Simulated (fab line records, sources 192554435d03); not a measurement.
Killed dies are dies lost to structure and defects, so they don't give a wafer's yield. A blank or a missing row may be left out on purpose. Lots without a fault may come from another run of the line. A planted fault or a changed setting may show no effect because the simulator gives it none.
Which tool did it? | flow n5_finfet | 24 lots, 72 wafers sampled, at 6 steps of a route of 1938

WHAT THE GAUGES READ, wafer by wafer
N5_BEOL_M7_THK_MEAS_53: measures by xrf.
lot  | measured     | on            | M7_THK (nm)
L074 | day 9 10:21  | film_metro-01 | 79.6 77.3 80.0
L075 | day 9 15:47  | film_metro-02 | 79.4 78.8 79.8
L076 | day 9 16:54  | film_metro-01 | 82.0 83.0 83.0
L077 | day 9 20:01  | film_metro-01 | 83.6 81.7 79.8
L078 | day 10 02:21 | film_metro-01 | 84.6 83.7 81.7
L079 | day 10 03:44 | film_metro-01 | 84.1 81.4 82.3
L081 | day 10 21:25 | film_metro-02 | 82.7 82.0 82.3
L080 | day 10 21:56 | film_metro-01 | 79.5 81.8 80.5
L082 | day 11 01:55 | film_metro-02 | 83.7 83.0 81.7
L083 | day 11 16:43 | film_metro-01 | 82.9 82.2 82.6
L084 | day 11 17:32 | film_metro-01 | 80.7 81.2 81.5
L086 | day 12 03:19 | film_metro-02 | 83.8 79.6 81.5
L085 | day 12 03:35 | film_metro-02 | 80.3 82.8 81.8
L088 | day 12 11:38 | film_metro-01 | 84.1 85.1 81.2
L087 | day 12 12:56 | film_metro-02 | 85.8 81.5 84.3
L089 | day 12 18:07 | film_metro-01 | 83.5 83.9 81.5
L091 | day 13 11:57 | film_metro-01 | 84.3 82.1 82.3
L090 | day 13 18:42 | film_metro-02 | 80.2 79.1 79.1
L092 | day 13 23:31 | film_metro-02 | 82.8 86.1 82.8
L093 | day 14 00:07 | film_metro-01 | 79.6 81.9 81.6
L094 | day 14 01:12 | film_metro-01 | 77.9 81.5 78.5
L096 | day 14 13:18 | film_metro-02 | 78.5 78.9 81.6
L095 | day 14 22:20 | film_metro-01 | 80.3 82.3 81.7
L097 | day 14 22:59 | film_metro-01 | 80.4 79.9 80.6

N5_BEOL_M8_OVL_MEAS_29.
lot  | measured     | on         | V7_OVL (nm)
L074 | day 9 14:08  | overlay-01 | -1.0 0.4 -1.0
L075 | day 9 20:10  | overlay-01 | 0.6 1.9 1.9
L076 | day 9 20:14  | overlay-01 | -1.1 -0.6 -1.2
L077 | day 9 23:37  | overlay-01 | -0.2 -0.4 0.3
L078 | day 10 05:59 | overlay-01 | 0.3 0.7 0.4
L079 | day 10 09:03 | overlay-01 | 0.5 1.0 0.8
L081 | day 11 02:59 | overlay-01 | 0.8 0.3 0.4
L080 | day 11 03:02 | overlay-02 | 0.8 0.6 0.9
L082 | day 11 07:09 | overlay-01 | -1.3 0.5 -0.5
L083 | day 11 19:32 | overlay-02 | -0.1 0.6 -0.3
L084 | day 11 21:37 | overlay-02 | -0.6 0.0 -0.3
L086 | day 12 08:01 | overlay-02 | 0.0 0.3 0.9
L085 | day 12 08:04 | overlay-01 | 0.2 0.2 0.0
L088 | day 12 15:25 | overlay-01 | 0.9 0.5 -0.6
L087 | day 12 17:06 | overlay-02 | 0.1 0.0 -0.1
L089 | day 13 01:04 | overlay-02 | 0.9 1.2 0.8
L091 | day 13 17:22 | overlay-01 | 0.6 1.3 0.6
L090 | day 13 22:16 | overlay-01 | 0.9 0.2 0.8
L092 | day 14 02:59 | overlay-01 | 0.9 -0.3 1.5
L093 | day 14 03:45 | overlay-01 | 0.1 0.0 0.2
L094 | day 14 07:34 | overlay-02 | 1.5 0.9 1.0
L096 | day 14 17:37 | overlay-02 | -0.5 -0.2 -0.3
L095 | day 15 04:56 | overlay-01 | 1.2 0.4 0.3
L097 | day 15 04:46 | overlay-02 | 0.4 0.2 0.2

WHICH TOOL RAN EACH LOT (tool, then ch and the chambers of the sampled wafers, then the start)
lot  | N5_BEOL_M7_STRIP_67                | N5_BEOL_M8_ILD_DEP_00           | N5_BEOL_M8_HM_DEP_02         | N5_BEOL_M8_STRIP_67
L074 | rie_diel-03 ch 0,1,3, day 9 03:32  | pecvd-03 ch 0,1,2, day 9 10:34  | pvd_sputter-02, day 9 11:49  | rie_diel-04 ch 1,2,3, day 9 12:51
L075 | rie_diel-02 ch 0,2,3, day 9 08:48  | pecvd-04 ch 1,2, day 9 15:59    | pvd_sputter-01, day 9 16:41  | rie_diel-01 ch 0,2,3, day 9 17:31
L076 | rie_diel-03 ch 0,2,3, day 9 12:40  | pecvd-02 ch 0,1, day 9 17:05    | pvd_sputter-01, day 9 17:49  | rie_diel-06 ch 1,2,3, day 9 18:43
L077 | rie_diel-02 ch 2,3, day 9 16:08    | pecvd-02 ch 0,1, day 9 20:12    | pvd_sputter-01, day 9 21:47  | rie_diel-06 ch 1,2,3, day 9 22:38
L078 | rie_diel-02 ch 0,1,2, day 9 18:23  | pecvd-02 ch 0,1, day 10 02:33   | pvd_sputter-02, day 10 03:49 | rie_diel-06 ch 1,2,3, day 10 04:38
L079 | rie_diel-02 ch 0,1,2, day 9 21:04  | pecvd-03 ch 0,1,2, day 10 03:57 | pvd_sputter-03, day 10 06:10 | rie_diel-06 ch 0,1,2, day 10 07:23
L081 | rie_diel-05 ch 0,1, day 10 17:09   | pecvd-04 ch 0,1,2, day 10 21:37 | pvd_sputter-01, day 10 23:31 | rie_diel-06 ch 0,1,2, day 11 00:37
L080 | rie_diel-03 ch 1,2, day 10 17:38   | pecvd-04 ch 1,2, day 10 22:08   | pvd_sputter-01, day 10 23:37 | rie_diel-04 ch 1,2, day 11 00:43
L082 | rie_diel-05 ch 1,2,3, day 10 20:55 | pecvd-02 ch 0,1,2, day 11 02:07 | pvd_sputter-01, day 11 03:45 | rie_diel-01 ch 0,1, day 11 04:46
L083 | rie_diel-05 ch 1,2, day 11 10:46   | pecvd-04 ch 1,2, day 11 16:54   | pvd_sputter-02, day 11 18:01 | rie_diel-04 ch 0,1,3, day 11 18:50
L084 | rie_diel-05 ch 1,2,3, day 11 13:31 | pecvd-04 ch 0,1, day 11 17:43   | pvd_sputter-02, day 11 20:11 | rie_diel-04 ch 1,3, day 11 21:01
L086 | rie_diel-03 ch 0,1, day 11 20:41   | pecvd-03 ch 1,2, day 12 03:31   | pvd_sputter-02, day 12 05:51 | rie_diel-01 ch 0,1, day 12 06:52
L085 | rie_diel-03 ch 1,3, day 11 21:11   | pecvd-03 ch 0,1, day 12 03:47   | pvd_sputter-03, day 12 06:05 | rie_diel-04 ch 1,2,3, day 12 07:07
L088 | rie_diel-02 ch 1,2,3, day 12 07:43 | pecvd-03 ch 1,2, day 12 11:50   | pvd_sputter-01, day 12 13:00 | rie_diel-01 ch 0,1,2, day 12 13:53
L087 | rie_diel-03 ch 2,3, day 12 08:26   | pecvd-02 ch 1,2, day 12 13:09   | pvd_sputter-01, day 12 15:28 | rie_diel-04 ch 0,1, day 12 16:25
L089 | rie_diel-03 ch 0,1,3, day 12 13:58 | pecvd-02 ch 1,2, day 12 18:18   | pvd_sputter-03, day 12 19:41 | rie_diel-01 ch 0,3, day 12 20:43
L091 | rie_diel-02 ch 1,2, day 13 07:40   | pecvd-02 ch 0,2, day 13 12:08   | pvd_sputter-01, day 13 14:37 | rie_diel-06 ch 0,3, day 13 15:18
L090 | rie_diel-03 ch 1,2,3, day 13 12:22 | pecvd-02 ch 1,2, day 13 18:53   | pvd_sputter-01, day 13 20:01 | rie_diel-06 ch 0,2,3, day 13 20:50
L092 | rie_diel-03 ch 0,2,3, day 13 19:16 | pecvd-03 ch 0,1,2, day 13 23:43 | pvd_sputter-03, day 14 01:20 | rie_diel-06 ch 0,2,3, day 14 02:02
L093 | rie_diel-02 ch 0,2,3, day 13 19:32 | pecvd-04 ch 0,1,2, day 14 00:19 | pvd_sputter-02, day 14 02:23 | rie_diel-01 ch 0,1,3, day 14 03:05
L094 | rie_diel-05 ch 0,2,3, day 13 20:56 | pecvd-04 ch 0,1, day 14 01:24   | pvd_sputter-02, day 14 02:42 | rie_diel-01 ch 1,2, day 14 03:48
L096 | rie_diel-05 ch 0,3, day 14 09:13   | pecvd-03 ch 0,1, day 14 13:30   | pvd_sputter-02, day 14 15:10 | rie_diel-06 ch 0,1,3, day 14 15:59
L095 | rie_diel-05 ch 0,3, day 14 16:01   | pecvd-04 ch 0,2, day 14 22:32   | pvd_sputter-01, day 15 00:33 | rie_diel-01 ch 0,1, day 15 01:29
L097 | rie_diel-03 ch 0,1,2, day 14 19:23 | pecvd-04 ch 1,2, day 14 23:11   | pvd_sputter-03, day 15 00:35 | rie_diel-04 ch 0,2, day 15 01:34
- N5_BEOL_M7_STRIP_67: strips in CF4.
- N5_BEOL_M8_ILD_DEP_00: deposits SiCOH lowk from DEMS/porogen, target thk 179.75 nm, time 33.4 s.
- N5_BEOL_M8_HM_DEP_02: deposits TiN, target thk 20 nm.
- N5_BEOL_M8_STRIP_67: strips in CF4.

WHAT THE TOOLS THEMSELVES READ (means of the sampled wafers that have a number; where no wafer has one, the mark that the record gives instead)
N5_BEOL_M7_STRIP_67.
lot  | tool        | drypump_motor_current_A (A) | oes_product_au (a.u.) | power_w (W) | rf_vpp_V (V) | showerhead_plenum_p_Torr (Torr) | throttle_valve_pct (%)
L074 | rie_diel-03 | 5.4                         | 0.77                  | 299.5       | 271.1        | 1.80                            | 13.50
L075 | rie_diel-02 | 5.6                         | 0.80                  | 301.6       | 272.0        | 1.85                            | 13.50
L076 | rie_diel-03 | 5.2                         | 0.81                  | 299.8       | 271.8        | 1.80                            | 13.49
L077 | rie_diel-02 | 5.4                         | 0.75                  | 300.7       | 271.7        | 1.81                            | 13.72
L078 | rie_diel-02 | 5.5                         | 0.83                  | 299.7       | 271.7        | 1.83                            | 13.36
L079 | rie_diel-02 | 5.5                         | 0.83                  | 299.7       | 271.9        | 1.83                            | 13.36
L081 | rie_diel-05 | 5.5                         | 0.70                  | 300.7       | 271.3        | 1.81                            | 13.71
L080 | rie_diel-03 | 5.0                         | 0.87                  | 300.1       | 272.6        | 1.82                            | 13.41
L082 | rie_diel-05 | 5.6                         | 0.71                  | 299.8       | 269.9        | 1.75                            | 13.76
L083 | rie_diel-05 | 5.5                         | 0.70                  | 299.8       | 270.9        | 1.79                            | 13.72
L084 | rie_diel-05 | 5.7                         | 0.71                  | 299.2       | 270.8        | 1.75                            | 13.77
L086 | rie_diel-03 | 5.5                         | 0.78                  | 299.9       | 271.5        | 1.80                            | 13.49
L085 | rie_diel-03 | 5.4                         | 0.73                  | 300.1       | 270.8        | 1.78                            | 13.62
L088 | rie_diel-02 | 5.5                         | 0.77                  | 300.1       | 271.2        | 1.82                            | 13.59
L087 | rie_diel-03 | 5.1                         | 0.76                  | 299.8       | 271.7        | 1.79                            | 13.60
L089 | rie_diel-03 | 5.4                         | 0.75                  | 300.4       | 270.7        | 1.79                            | 13.58
L091 | rie_diel-02 | 5.3                         | 0.77                  | 299.7       | 271.5        | 1.80                            | 13.64
L090 | rie_diel-03 | 5.2                         | 0.77                  | 300.0       | 269.6        | 1.80                            | 13.56
L092 | rie_diel-03 | 5.3                         | 0.78                  | 299.9       | 271.6        | 1.80                            | 13.59
L093 | rie_diel-02 | 5.6                         | 0.77                  | 300.6       | 271.2        | 1.84                            | 13.55
L094 | rie_diel-05 | 6.1                         | 0.86                  | 299.3       | 271.5        | 1.79                            | 13.59
L096 | rie_diel-05 | 5.8                         | 0.78                  | 299.7       | 269.7        | 1.72                            | 13.71
L095 | rie_diel-05 | 6.1                         | 0.84                  | 299.6       | 269.6        | 1.74                            | 13.63
L097 | rie_diel-03 | 5.2                         | 0.79                  | 300.2       | 271.6        | 1.80                            | 13.52

N5_BEOL_M8_ILD_DEP_00.
lot  | tool     | chamber_pressure_Torr (Torr) | heater_power_outer_w (W) | heater_power_w (W) | showerhead_plenum_p_Torr (Torr) | throttle_valve_pct (%)
L074 | pecvd-03 | 5.005                        | 158                      | 365                | 5.748                           | 13.4
L075 | pecvd-04 | 5.008                        | 164                      | 351                | 5.736                           | 13.9
L076 | pecvd-02 | 5.012                        | 151                      | 331                | 5.730                           | 14.7
L077 | pecvd-02 | 5.003                        | 140                      | 316                | 5.731                           | 14.7
L078 | pecvd-02 | 4.998                        | 126                      | 300                | 5.732                           | 14.6
L079 | pecvd-03 | 5.003                        | 173                      | 389                | 5.747                           | 13.3
L081 | pecvd-04 | 5.016                        | 151                      | 323                | 5.746                           | 13.5
L080 | pecvd-04 | 4.999                        | 183                      | 374                | 5.753                           | 13.9
L082 | pecvd-02 | 4.998                        | 160                      | 345                | 5.733                           | 13.9
L083 | pecvd-04 | 4.989                        | 112                      | 258                | 5.739                           | 13.4
L084 | pecvd-04 | 5.007                        | 162                      | 359                | 5.760                           | 14.0
L086 | pecvd-03 | 4.994                        | 178                      | 423                | 5.737                           | 14.1
L085 | pecvd-03 | 4.988                        | 170                      | 400                | 5.738                           | 13.5
L088 | pecvd-03 | 4.994                        | 166                      | 401                | 5.743                           | 14.1
L087 | pecvd-02 | 5.005                        | 210                      | 396                | 5.727                           | 13.2
L089 | pecvd-02 | 5.001                        | 193                      | 377                | 5.735                           | 14.2
L091 | pecvd-02 | 5.001                        | 186                      | 366                | 5.721                           | 13.3
L090 | pecvd-02 | 4.992                        | 166                      | 344                | 5.741                           | 14.1
L092 | pecvd-03 | 4.991                        | 162                      | 373                | 5.742                           | 13.4
L093 | pecvd-04 | 4.993                        | 143                      | 312                | 5.742                           | 13.5
L094 | pecvd-04 | 4.998                        | 184                      | 389                | 5.753                           | 14.2
L096 | pecvd-03 | 5.000                        | 177                      | 404                | 5.737                           | 13.6
L095 | pecvd-04 | 5.001                        | 121                      | 275                | 5.749                           | 13.3
L097 | pecvd-04 | 5.002                        | 137                      | 287                | 5.733                           | 13.5

N5_BEOL_M8_HM_DEP_02.
lot  | tool           | throttle_valve_pct (%)
L074 | pvd_sputter-02 | 29.5
L075 | pvd_sputter-01 | 30.2
L076 | pvd_sputter-01 | 30.0
L077 | pvd_sputter-01 | 30.1
L078 | pvd_sputter-02 | 29.8
L079 | pvd_sputter-03 | 29.9
L081 | pvd_sputter-01 | 30.0
L080 | pvd_sputter-01 | 30.7
L082 | pvd_sputter-01 | 29.9
L083 | pvd_sputter-02 | 30.7
L084 | pvd_sputter-02 | 30.9
L086 | pvd_sputter-02 | 30.4
L085 | pvd_sputter-03 | 29.7
L088 | pvd_sputter-01 | 30.1
L087 | pvd_sputter-01 | 30.2
L089 | pvd_sputter-03 | 29.8
L091 | pvd_sputter-01 | 30.2
L090 | pvd_sputter-01 | 30.3
L092 | pvd_sputter-03 | 30.0
L093 | pvd_sputter-02 | 30.1
L094 | pvd_sputter-02 | 30.4
L096 | pvd_sputter-02 | 30.8
L095 | pvd_sputter-01 | 30.2
L097 | pvd_sputter-03 | 30.4

N5_BEOL_M8_STRIP_67.
lot  | tool        | drypump_motor_current_A (A) | oes_product_au (a.u.) | power_w (W) | rf_vpp_V (V) | showerhead_plenum_p_Torr (Torr) | throttle_valve_pct (%)
L074 | rie_diel-04 | 5.9                         | 0.78                  | 300.1       | 270.8        | 1.80                            | 13.51
L075 | rie_diel-01 | 5.6                         | 0.84                  | 300.8       | 272.1        | 1.81                            | 13.52
L076 | rie_diel-06 | 5.8                         | 0.79                  | 299.6       | 271.3        | 1.79                            | 13.59
L077 | rie_diel-06 | 5.8                         | 0.78                  | 299.3       | 271.6        | 1.79                            | 13.59
L078 | rie_diel-06 | 5.8                         | 0.78                  | 299.7       | 271.1        | 1.79                            | 13.60
L079 | rie_diel-06 | 5.4                         | 0.78                  | 300.5       | 271.2        | 1.79                            | 13.62
L081 | rie_diel-06 | 5.4                         | 0.78                  | 300.6       | 271.5        | 1.79                            | 13.64
L080 | rie_diel-04 | 5.9                         | 0.76                  | 300.2       | 270.7        | 1.81                            | 13.59
L082 | rie_diel-01 | 5.0                         | 0.87                  | 300.0       | 270.3        | 1.78                            | 13.41
L083 | rie_diel-04 | 5.6                         | 0.77                  | 299.1       | 269.6        | 1.75                            | 13.58
L084 | rie_diel-04 | 5.6                         | 0.71                  | 299.4       | 269.6        | 1.73                            | 13.58
L086 | rie_diel-01 | 5.0                         | 0.86                  | 299.8       | 270.4        | 1.78                            | 13.42
L085 | rie_diel-04 | 5.9                         | 0.76                  | 300.1       | 271.3        | 1.79                            | 13.57
L088 | rie_diel-01 | 5.2                         | 0.81                  | 300.7       | 270.8        | 1.78                            | 13.53
L087 | rie_diel-04 | 5.6                         | 0.82                  | 299.6       | 270.8        | 1.76                            | 13.58
L089 | rie_diel-01 | 5.6                         | 0.86                  | 299.4       | 271.0        | 1.82                            | 13.56
L091 | rie_diel-06 | 5.9                         | 0.72                  | 300.5       | 272.6        | 1.85                            | 13.82
L090 | rie_diel-06 | 5.9                         | 0.76                  | 300.4       | 273.0        | 1.81                            | 13.70
L092 | rie_diel-06 | 5.9                         | 0.76                  | 300.0       | 271.1        | 1.81                            | 13.70
L093 | rie_diel-01 | 5.3                         | 0.84                  | 299.4       | 272.0        | 1.79                            | 13.51
L094 | rie_diel-01 | 5.0                         | 0.79                  | 299.7       | 270.9        | 1.76                            | 13.43
L096 | rie_diel-06 | 5.9                         | 0.78                  | 300.7       | 271.4        | 1.82                            | 13.63
L095 | rie_diel-01 | 5.1                         | 0.84                  | 298.8       | 271.0        | 1.80                            | 13.60
L097 | rie_diel-04 | 5.9                         | 0.86                  | 300.3       | 271.5        | 1.79                            | 13.56

THE ANSWER, worked out from the rows above alone
Rule: what is usual is taken from the lots themselves. Put in order of their means at a reading, lots are off if they are a third of the lots or fewer, leave a main group of 4 or more, and stand apart from it by a gap of 3 or more times the standard deviation of the main group's means; of several such gaps the widest counts. A main group whose means are all the same, to the digits that the tables above print for the reading, isn't used. A lot without any number at a reading at which 4 lots or more have one is off too. The other lots that the step has rows for count as sound. The gauges are gone through in route order, then the tools' own readings, and for those a lot's mean is taken as printed above. The first step at which some lot is off is used, and at that step the reading that is off furthest; a lot without a number counts as furthest.
No lot is off at any reading shown: from this, nothing can be told.

WHAT THE SIMULATOR HAD PUT IN
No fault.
